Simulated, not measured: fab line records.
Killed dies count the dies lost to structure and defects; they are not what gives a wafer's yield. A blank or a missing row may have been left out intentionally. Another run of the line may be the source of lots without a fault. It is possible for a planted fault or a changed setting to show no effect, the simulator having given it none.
Which tool was responsible?	flow n5_finfet	10 lots with 26 wafers sampled at 3 steps, on a route of 1938 steps

== WHAT EACH GAUGE READ, for each wafer ==
N5_BEOL_M14_OCD_MEAS_35.
lot	measured	on	trench_depth_nm (nm)
L489	day 12 07:38	ocd-02	565 574 563
L493	day 13 09:59	ocd-02	572 534
L492	day 13 10:25	ocd-01	576 572
L494	day 13 19:58	ocd-01	567 564 565
L498	day 15 00:37	ocd-02	577 568 539
L503	day 16 05:26	ocd-02	847 849
L504	day 16 15:29	ocd-02	823 565
L508	day 16 19:04	ocd-02	567 576 574
L510	day 17 19:54	ocd-01	568 534 569
L512	day 19 08:12	ocd-02	563 558 532

== EACH LOT AND THE TOOL THAT RAN IT (in order: tool; ch and the chambers of the sampled wafers; start) ==
lot	N5_BEOL_M14_DESCUM_33	N5_BEOL_M14_TRENCH_ETCH_34
L489	rie_diel-01 ch 0,3, day 12 07:02	rie_diel-01 ch 0,3, day 12 07:29
L493	rie_diel-03 ch 1,3, day 13 09:23	rie_diel-03 ch 1,3, day 13 09:50
L492	rie_diel-01 ch 1,2, day 13 09:48	rie_diel-01 ch 1,2, day 13 10:15
L494	rie_diel-04 ch 1,3, day 13 19:21	rie_diel-04 ch 1,3, day 13 19:49
L498	rie_diel-03 ch 1,2,3, day 15 00:01	rie_diel-03 ch 1,2,3, day 15 00:28
L503	rie_diel-01 ch 1,3, day 16 04:49	rie_diel-01 ch 1,3, day 16 05:16
L504	rie_diel-01 ch 0,1, day 16 14:52	rie_diel-01 ch 0,1, day 16 15:19
L508	rie_diel-04 ch 0,1, day 16 18:28	rie_diel-04 ch 0,1, day 16 18:55
L510	rie_diel-04 ch 1,2,3, day 17 19:17	rie_diel-04 ch 1,2,3, day 17 19:44
L512	rie_diel-04 ch 0,2,3, day 19 07:35	rie_diel-04 ch 0,2,3, day 19 08:02
- N5_BEOL_M14_DESCUM_33: chemistry O2, time 7.9 s.
- N5_BEOL_M14_TRENCH_ETCH_34: etches SiO2 in C4F8/O2/Ar, target depth 556.65 nm, time 126.9 s.

== THE ANSWER, worked out from the rows above alone ==
Rule: the usual values come from the lots themselves. The widest of any qualifying gaps counts: lots, ordered by their means at a reading, are off when they make up no more than a third of the lots, leave a main group of 4 or more, and stand apart from it by 3 or more times the standard deviation of that group's means. A main group whose means are all the same, to the digits that the tables above print for the reading, isn't used. Also off: a lot with no number at a reading for which 4 or more lots have one. Any other lot the step has rows for is counted as sound.
Off at N5_BEOL_M14_OCD_MEAS_35 (trench_depth_nm): L503, L504. The main group: mean 563 nm, standard deviation 8.
A tool fits if, at a process step before that reading, it ran every lot that is off, and no sound lot after the first of them. Those tools and the gauges at N5_BEOL_M14_OCD_MEAS_35 are tried in the same way. One fits: N5_BEOL_M14_DESCUM_33 and N5_BEOL_M14_TRENCH_ETCH_34 on rie_diel-01. At N5_BEOL_M14_DESCUM_33 its last sound lot is L492 (day 13 09:48), its first lot that is off L503 (day 16 04:49): a fault that began between those two fits.

== WHAT HAD BEEN PUT IN BY THE SIMULATOR ==
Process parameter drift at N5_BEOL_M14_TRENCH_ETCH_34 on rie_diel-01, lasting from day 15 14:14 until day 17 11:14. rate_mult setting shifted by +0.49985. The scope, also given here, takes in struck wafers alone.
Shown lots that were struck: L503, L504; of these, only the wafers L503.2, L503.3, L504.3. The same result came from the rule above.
